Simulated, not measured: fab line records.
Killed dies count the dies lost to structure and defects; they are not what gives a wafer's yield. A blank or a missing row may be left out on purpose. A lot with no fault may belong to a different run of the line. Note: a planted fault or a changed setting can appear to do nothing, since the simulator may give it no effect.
Matching of chambers ; flow n5-finfet ; pecvd-03 running N5_BEOL_M8_PECVD_70: 3 sister chambers
The step deposits SiO2 from TEOS/O2, target thk 20 nm, time 22.7 s. 3 wafers are shown with their chamber, then 7 later ones without.

## WAFERS WITH THEIR CHAMBER
wafer;chamber;throttle-valve-pct (%)
L526.6;2;20.9
L534.6;1;22.8
L533.4;0;21.0

## WAFERS WHOSE CHAMBER IS MISSING
wafer;throttle-valve-pct (%)
L533.5;22.6
L535.2;21.1
L535.4;22.7
L535.6;20.8
L540.1;21.3
L540.2;20.9
L540.4;21.0

## WHICH CHAMBER EACH WENT THROUGH
wafer;from the rows above;in truth
L533.5;1;1
L535.2;can't be placed: 0 or 2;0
L535.4;1;1
L535.6;can't be placed: 2 or 0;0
L540.1;can't be placed: 0 or 2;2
L540.2;can't be placed: 2 or 0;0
L540.4;can't be placed: 0 or 2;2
Correct placement for 2 of the 7. Cannot be placed on the basis of these rows: 5; the candidates contain the true chamber in 5. Wrongly placed: 0.
How it was worked out, from the rows above alone: a wafer's distance from a chamber is the root of the sum, over the readings, of the square of ((its reading less the chamber's mean) divided by the reading's scatter). If the next closest chamber is less than 2 further off than the closest, the wafer can't be placed; otherwise it belongs to the closest. For every chamber, the mean is computed from those of its wafers that are shown. The scatter: with one shown wafer a chamber, the root of the mean of the squares of how far each hidden wafer lies from its nearest shown one.
